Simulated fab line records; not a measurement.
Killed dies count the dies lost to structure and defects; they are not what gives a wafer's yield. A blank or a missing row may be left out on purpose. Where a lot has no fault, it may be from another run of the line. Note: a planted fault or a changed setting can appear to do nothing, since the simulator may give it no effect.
The tool behind it: which one? + flow n5_finfet + 33 wafers from 11 lots sampled at 4 of the route's 1938 steps

== WHAT THE GAUGES READ, wafer by wafer ==
The record holds no reading of a measuring or inspecting step that can be judged against a usual standard deviation.

== TOOL THAT RAN EACH LOT (tool first, then ch and the chambers of the sampled wafers, then the start) ==
| lot  | N5_HKMG_FIN_STRIP_88                 | N5_HKMG_FIN_ALD_71                 | N5_HKMG_FIN_ETCH_67                | N5_HKMG_FIN_CMP_94            |
|------|--------------------------------------|------------------------------------|------------------------------------|-------------------------------|
| L943 | plasma_asher-01 ch 0,1, day 4 15:24  | ald_metal-02 ch 0,1,2, day 4 15:53 | rie_diel-05 ch 0,1,3, day 4 16:13  | cmp-02 ch 0,1, day 4 18:06    |
| L944 | plasma_asher-02 ch 0,1, day 5 02:05  | ald_metal-02 ch 0,3, day 5 02:34   | rie_diel-02 ch 0,3, day 5 02:55    | cmp-03 ch 1,2,3, day 5 04:49  |
| L945 | plasma_asher-02 ch 0,1, day 5 05:12  | ald_metal-02 ch 0,2,3, day 5 05:41 | rie_diel-02 ch 1,2,3, day 5 06:13  | cmp-01 ch 0,1,2, day 5 08:05  |
| L946 | plasma_asher-01 ch 0,1, day 5 11:19  | ald_metal-01 ch 1,3, day 5 11:47   | rie_diel-02 ch 1,2, day 5 12:08    | cmp-01 ch 0,1, day 5 14:05    |
| L948 | plasma_asher-02 ch 0,1, day 5 21:56  | ald_metal-03 ch 0,1,3, day 5 22:25 | rie_diel-05 ch 1,2,3, day 5 22:46  | cmp-03 ch 0,1,3, day 6 00:33  |
| L950 | plasma_asher-01 ch 0,1, day 6 11:04  | ald_metal-01 ch 0,1,2, day 6 11:33 | rie_diel-02 ch 1,2, day 6 11:53    | cmp-02 ch 1,2, day 6 13:46    |
| L953 | plasma_asher-02 ch 0,1, day 7 22:15  | ald_metal-02 ch 0,2, day 7 22:44   | rie_diel-04 ch 0,2, day 7 23:05    | cmp-01 ch 0,1,3, day 8 00:53  |
| L959 | plasma_asher-01 ch 0,1, day 9 02:00  | ald_metal-01 ch 0,2,3, day 9 02:29 | rie_diel-02 ch 0,1,3, day 9 02:49  | cmp-03 ch 0,1,3, day 9 04:35  |
| L962 | plasma_asher-02 ch 0, day 9 22:08    | ald_metal-01 ch 0,1, day 9 22:37   | rie_diel-02 ch 1,2,3, day 9 23:00  | cmp-03 ch 0,1,3, day 10 00:49 |
| L964 | plasma_asher-01 ch 0,1, day 10 00:43 | ald_metal-02 ch 0,3, day 10 01:16  | rie_diel-04 ch 0,1,3, day 10 01:37 | cmp-02 ch 0,1,2, day 10 03:22 |
| L963 | plasma_asher-01 ch 0,1, day 10 04:16 | ald_metal-02 ch 0,3, day 10 04:46  | rie_diel-04 ch 2,3, day 10 05:06   | cmp-02 ch 0,1, day 10 06:53   |
- N5_HKMG_FIN_STRIP_88: strips in N2/H2, time 360 s.
- N5_HKMG_FIN_ALD_71: deposits TiN, target thk 1 nm, pulse time 1 s, purge time 3 s.
- N5_HKMG_FIN_ETCH_67: etches SOC in N2/H2, stops on TiN, target depth 388.9 nm.
- N5_HKMG_FIN_CMP_94: polishes, stops on SiNx, t overpolish 4.7 s, target thk 43.299 nm.

== WHAT THE TOOLS THEMSELVES READ (means of the sampled wafers that have a number; where no wafer has one, the mark that the record gives instead) ==
N5_HKMG_FIN_STRIP_88. Usual: drypump_motor_current_A 5.24 A, standard deviation 0.2; heater_power_w 480 W, standard deviation 28; temp_c 299.96 C, standard deviation 0.21.
| lot  | tool            | drypump_motor_current_A (A) | heater_power_w (W) | temp_c (C) | flag |
|------|-----------------|-----------------------------|--------------------|------------|------|
| L943 | plasma_asher-01 | 5.07                        | 455                | 299.89     |      |
| L944 | plasma_asher-02 | 5.35                        | 505                | 299.97     |      |
| L945 | plasma_asher-02 | 5.35                        | 503                | 300.01     |      |
| L946 | plasma_asher-01 | 5.05                        | 450                | 300.05     |      |
| L948 | plasma_asher-02 | 5.36                        | 496                | 300.17     |      |
| L950 | plasma_asher-01 | 5.05                        | 456                | 300.08     |      |
| L953 | plasma_asher-02 | 5.37                        | 504                | 299.91     |      |
| L959 | plasma_asher-01 | 5.05                        | 449                | 299.96     |      |
| L962 | plasma_asher-02 | 5.39                        | 489                | 299.80     |      |
| L964 | plasma_asher-01 | 5.03                        | 454                | 299.79     |      |
| L963 | plasma_asher-01 | 5.18                        | 469                | 300.06     |      |

N5_HKMG_FIN_ALD_71. Usual: heater_power_w 899 W, standard deviation 61; precursor_pulse_height_rel 0.999, standard deviation 0.021.
| lot  | tool         | heater_power_w (W) | precursor_pulse_height_rel | flag |
|------|--------------|--------------------|----------------------------|------|
| L943 | ald_metal-02 | 896                | 1.006                      |      |
| L944 | ald_metal-02 | 929                | 1.010                      |      |
| L945 | ald_metal-02 | 917                | 0.988                      |      |
| L946 | ald_metal-01 | 864                | 1.018                      |      |
| L948 | ald_metal-03 | 845                | 0.984                      |      |
| L950 | ald_metal-01 | 863                | 0.992                      |      |
| L953 | ald_metal-02 | 898                | 0.989                      |      |
| L959 | ald_metal-01 | 905                | 0.997                      |      |
| L962 | ald_metal-01 | 882                | 0.989                      |      |
| L964 | ald_metal-02 | 936                | 1.006                      |      |
| L963 | ald_metal-02 | 932                | 0.996                      |      |

N5_HKMG_FIN_ETCH_67. Usual: drypump_motor_current_A 5.7 A, standard deviation 0.44; oes_product_au 0.74 a.u., standard deviation 0.064; rf_vpp_V 241.0 V, standard deviation 1; showerhead_plenum_p_Torr 2.57 Torr, standard deviation 0.047; throttle_valve_pct 17.83 %, standard deviation 0.19.
| lot  | tool        | drypump_motor_current_A (A) | oes_product_au (a.u.) | rf_vpp_V (V) | showerhead_plenum_p_Torr (Torr) | throttle_valve_pct (%) | flag |
|------|-------------|-----------------------------|-----------------------|--------------|---------------------------------|------------------------|------|
| L943 | rie_diel-05 | 6.0                         | 0.82                  | 240.8        | 2.57                            | 17.61                  |      |
| L944 | rie_diel-02 | 6.1                         | 0.83                  | 241.4        | 2.60                            | 17.76                  |      |
| L945 | rie_diel-02 | 5.5                         | 0.74                  | 241.8        | 2.58                            | 17.98                  |      |
| L946 | rie_diel-02 | 5.4                         | 0.75                  | 240.6        | 2.55                            | 17.96                  |      |
| L948 | rie_diel-05 | 5.8                         | 0.79                  | 241.1        | 2.56                            | 17.58                  |      |
| L950 | rie_diel-02 | 5.4                         | 0.75                  | 240.2        | 2.55                            | 17.96                  |      |
| L953 | rie_diel-04 | 6.1                         | 0.70                  | 240.1        | 2.52                            | 17.78                  |      |
| L959 | rie_diel-02 | 5.9                         | 0.75                  | 241.3        | 2.58                            | 17.88                  |      |
| L962 | rie_diel-02 | 5.5                         | 0.71                  | 241.0        | 2.56                            | 18.04                  |      |
| L964 | rie_diel-04 | 5.6                         | 0.67                  | 240.6        | 2.58                            | 17.89                  |      |
| L963 | rie_diel-04 | 5.7                         | 0.68                  | 240.5        | 2.58                            | 17.96                  |      |

N5_HKMG_FIN_CMP_94. Usual: head_pressure_psi 4.000 psi, standard deviation 0.0088; motor_current_A 12.4 A, standard deviation 1.3.
| lot  | tool   | head_pressure_psi (psi) | motor_current_A (A) | flag |
|------|--------|-------------------------|---------------------|------|
| L943 | cmp-02 | 4.003                   | 11.9                |      |
| L944 | cmp-03 | 4.009                   | 13.1                |      |
| L945 | cmp-01 | 3.999                   | 12.2                |      |
| L946 | cmp-01 | 4.003                   | 11.6                |      |
| L948 | cmp-03 | 4.004                   | 12.4                |      |
| L950 | cmp-02 | 4.010                   | 13.0                |      |
| L953 | cmp-01 | 3.994                   | 11.8                |      |
| L959 | cmp-03 | 3.727                   | 12.0                | OFF  |
| L962 | cmp-03 | 3.731                   | 11.9                | OFF  |
| L964 | cmp-02 | 4.003                   | 13.2                |      |
| L963 | cmp-02 | 3.998                   | 13.5                |      |

== THE ANSWER, worked out from the rows above alone ==
Rule: a lot counts as off when the mean over its wafers that have a number is more than 3 standard deviations away from the usual mean. A lot without any number at a reading at which 4 lots or more have one is off too. All remaining lots with rows at the step are treated as sound. Order of review: gauges by route order, followed by the tools' own readings, for which a lot's mean as printed above is used. The first step at which some lot is off is used, and at that step the reading that is off furthest; a lot without a number counts as furthest.
Off, at N5_HKMG_FIN_CMP_94 on head_pressure_psi: L959, L962.
If a tool, at that step or one of the process steps before it, ran each lot that is off and ran no sound lot following the first of them, it fits. Can't be told from this: 3 tools fit, ald_metal-01 at N5_HKMG_FIN_ALD_71, rie_diel-02 at N5_HKMG_FIN_ETCH_67, cmp-03 at N5_HKMG_FIN_CMP_94.

== WHAT THE SIMULATOR PUT IN ==
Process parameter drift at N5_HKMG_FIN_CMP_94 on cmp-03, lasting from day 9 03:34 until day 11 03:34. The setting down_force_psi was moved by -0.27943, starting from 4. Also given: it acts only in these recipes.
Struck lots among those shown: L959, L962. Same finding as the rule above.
